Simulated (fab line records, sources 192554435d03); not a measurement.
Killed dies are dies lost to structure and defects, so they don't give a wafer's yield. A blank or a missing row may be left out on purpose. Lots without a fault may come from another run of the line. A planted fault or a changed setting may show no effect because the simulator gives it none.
A struck lot beside a sound one | flow n5_finfet | 43 steps out of a route of 1938
Sound: wafers L224.4, L224.5, L224.6. Struck: wafer L246.6. (L246.5 of the same lot was not struck and is left out.) The cause comes at the end.
At each step with rows: each side's tool, then ch and its chambers, then its first start. Under that, the readings that differ: sound wafers | struck wafers | difference of the means | sigmas: that difference in standard deviations of wafers without a fault.
alike: readings whose means differ by less than 2 such deviations, and words and numbers that are the same on both sides. not compared: withheld readings, readings that some wafer has no value for, bounds like >300 that may hide the same value, and numbers for which the record gives no deviation and whose values overlap.
The two part at a step that has a row with sigmas, a row that says differs or no value, or rows on one side only. Numbers that don't overlap but have no deviation are shown without sigmas and don't part them. A reading that every wafer of one side lacks parts them only if that side has two wafers or more.

first, 1 step without rows for these wafers: N5_SD_EPI_N_ETCH_34 (etches SiARC in CF4, target depth 45.5 nm, time 75.8 s).
N5_SD_EPI_N_ETCH_35: etches SOC in N2/H2, overetch 108 nm, time 486 s.
  sound on rie_diel-02 ch 0,1, day 3 00:20; struck on rie_diel-02 ch 0, day 8 19:43
  alike: drypump_motor_current_A, n2_flow_sccm, oes_product_au, rf_vpp_V, showerhead_plenum_p_Torr, throttle_valve_pct
  not compared: rf_hours_counter_h
then, 2 steps without rows for these wafers: N5_SD_EPI_N_STRIP_36 (strips in N2/H2); N5_SD_EPI_N_ETCHBACK_44 (etches SiNx in CH3F/O2, stops on SiO2, target depth 14.5 nm).
N5_SD_EPI_N_ETCH_45: etches SiOCN in CH3F/O2, target depth 6 nm.
  sound on rie_diel-02 ch 0,1, day 3 00:45; struck on rie_diel-02 ch 0, day 8 20:02
  alike: drypump_motor_current_A, oes_product_au, rf_vpp_V, showerhead_plenum_p_Torr, throttle_valve_pct
  not compared: rf_hours_counter_h
N5_SD_EPI_N_ETCH_16: etches SiO2 in CHF3/O2, target depth 5 nm.
  sound on rie_diel-02 ch 0,1, day 3 00:51; struck on rie_diel-02 ch 0, day 8 20:07
  alike: drypump_motor_current_A, oes_product_au, rf_vpp_V, showerhead_plenum_p_Torr, throttle_valve_pct
  not compared: rf_hours_counter_h
then, 1 step without rows for these wafers: N5_SD_EPI_N_STRIP_47 (strips in CHF3/O2).
N5_SD_EPI_N_SD_RECESS_17: chemistry HBr/Cl2/O2, target depth 41 nm, time 23.7 s, bt time 3 s.
  sound on rie_si-05 ch 0,2,3, day 3 00:55; struck on rie_si-05 ch 0, day 8 20:12
  alike: drypump_motor_current_A, he_backside_leak_sccm, oes_product_au, throttle_valve_pct
  not compared: rf_hours_counter_h
then, 4 steps without rows for these wafers: N5_SD_EPI_N_STRIP_38 (strips in N2/H2); N5_SD_EPI_N_WET_ETCH_43 (etches SiO2 in dHF, time 14 s, target depth 1.5 nm); N5_SD_EPI_N_STRIP_18 (strips in SPM, time 750 s); N5_SD_EPI_N_SRD_20 (time 30 s).
N5_SD_EPI_N_PRECLEAN_48: cleans in NF3:NH3, afs cycles 2, time 20 s, sublimation time 60 s.
  sound on epi_rpcvd-02 ch 0, day 3 01:33; struck on epi_rpcvd-03 ch 0, day 8 20:51
  reading                      | sound             | struck | difference | sigmas
  chamber_pressure_Torr (Torr) | 2.996 2.995 3.005 | 3.016  | +0.017     | +3
  not compared: susceptor_temp_C
then, 1 step without rows for these wafers: N5_SD_EPI_N_VAPOR_ETCH_50 (etches Si in HCl, time 54 s).
N5_SD_EPI_N_EPI_21: deposits Si:P, time 690 s.
  sound on epi_rpcvd-02 ch 0, day 3 02:45; struck on epi_rpcvd-03 ch 0, day 8 22:16
  reading                                   | sound          | struck | difference | sigmas
  model.Si-P_of_SD_EPI_N_EPI_21.thk_nm (nm) | 58.8 58.8 58.6 | 17.2   | -41.5      |
  alike: chamber_pressure_Torr, lamp_inner_pct, susceptor_temp_C
N5_SD_EPI_N_EPI_MEAS_23:
  sound on film_metro-01, day 3 03:38; struck on film_metro-01, day 8 22:52
  reading     | sound          | struck | difference | sigmas
  thk_nm (nm) | 59.2 58.4 58.1 | 17.0   | -41.6      | -35
then, 4 steps without rows for these wafers: N5_SD_EPI_N_PRECLEAN_24 (cleans in O3/DIW, time 60 s); N5_SD_EPI_N_SRD_25 (time 30 s); N5_SD_EPI_N_PRECLEAN_49 (cleans in NF3:NH3, afs cycles 1, time 20 s, sublimation time 60 s); N5_SD_EPI_N_LINER_46 (material SiNx, target thk 3 nm).
N5_SD_EPI_N_INSPECT_26: inspects for defects (darkfield).
  sound on defect_inspect-02, day 3 04:46; struck on defect_inspect-01, day 8 23:53
  alike: raw_defect_count
then, 8 steps without rows for these wafers: N5_SD_EPI_P_COAT_34 (time 60 s, resist thk 350 nm); N5_SD_EPI_P_COAT_35 (time 60 s, resist thk 35 nm); N5_SD_EPI_P_COAT_03 (resist thk 150 nm); N5_SD_EPI_P_EBR_05; N5_SD_EPI_P_SOFTBAKE_04 (time 60 s); N5_SD_EPI_P_EXPOSE_06 (exposes mask SD P BLK, target cd 240 nm); N5_SD_EPI_P_PEB_07 (peb time 60 s); N5_SD_EPI_P_DEVELOP_08 (develop time 30 s).
N5_SD_EPI_P_CD_MEAS_09: target cd 240 nm.
  sound on cd_sem-02 ch 0, day 3 05:03; struck on cd_sem-03 ch 0, day 9 00:17
  reading    | sound             | struck | difference | sigmas
  cd_nm (nm) | 239.0 239.4 239.9 | 241.3  | +1.9       | +2
N5_SD_EPI_P_OVL_MEAS_10:
  sound on overlay-01 ch 0, day 3 05:04; struck on overlay-02 ch 0, day 9 00:19
  alike: SD_P_BLK_OVL
N5_SD_EPI_P_INSPECT_11: inspects for defects (macro).
  sound on defect_inspect-01, day 3 05:06; struck on defect_inspect-01, day 9 00:20
  alike: raw_defect_count
then, 1 step without rows for these wafers: N5_SD_EPI_P_DESCUM_14 (chemistry O2, time 7.9 s).
N5_SD_EPI_P_ETCH_36: etches SiARC in CF4, target depth 45.5 nm, time 75.8 s.
  sound on rie_diel-03 ch 1,2,3, day 3 05:43; struck on rie_diel-06 ch 2, day 9 00:44
  alike: drypump_motor_current_A, etch_rf_on_time_s, oes_product_au, rf_vpp_V, showerhead_plenum_p_Torr, throttle_valve_pct
  not compared: rf_hours_counter_h
then, 8 steps without rows for these wafers: N5_SD_EPI_P_ETCH_37 (etches SOC in N2/H2, overetch 108 nm, time 486 s); N5_SD_EPI_P_STRIP_38 (strips in N2/H2); N5_SD_EPI_P_ETCHBACK_46 (etches SiNx in CH3F/O2, stops on SiO2, target depth 17.5 nm); N5_SD_EPI_P_ETCH_47 (etches SiOCN in CH3F/O2, target depth 25 nm); N5_SD_EPI_P_ETCH_16 (etches SiO2 in CHF3/O2, target depth 5 nm); N5_SD_EPI_P_STRIP_50 (strips in CHF3/O2); N5_SD_EPI_P_SD_RECESS_17 (chemistry HBr/Cl2/O2, target depth 39.1 nm, bt time 3 s); N5_SD_EPI_P_WET_ETCH_45 (etches SiO2 in dHF, time 10.7 s, target depth 2 nm, rinse time 30 s).
N5_MOL_CONTACT_COAG_ETCH_15: etches SiNx in CH3F/O2, stops on Si:P, target depth 7 nm.
  sound on rie_diel-02 ch 0,1, day 4 15:52; struck on rie_diel-01 ch 0, day 10 14:17
  reading                                   | sound          | struck | difference | sigmas
  drypump_motor_current_A (A)               | 4.9 4.9 5.0    | 6.0    | +1.1       | +2
  oes_product_au (a.u.)                     | 0.57 0.57 0.61 | 0.70   | +0.12      | +3
  model.Si-P_of_SD_EPI_N_EPI_21.thk_nm (nm) | 58 57.8 57.6   | 16.8   | -41.0      |
  alike: rf_vpp_V, showerhead_plenum_p_Torr, throttle_valve_pct
  not compared: rf_hours_counter_h

WHERE THEY PART
First at N5_SD_EPI_N_PRECLEAN_48; last, within this record, at N5_MOL_CONTACT_COAG_ETCH_15.

WHY: what the simulator had put in
Process parameter drift: epi_rpcvd-03, from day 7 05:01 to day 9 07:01, at N5_SD_EPI_N_PRECLEAN_48. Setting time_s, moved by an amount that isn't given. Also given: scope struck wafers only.
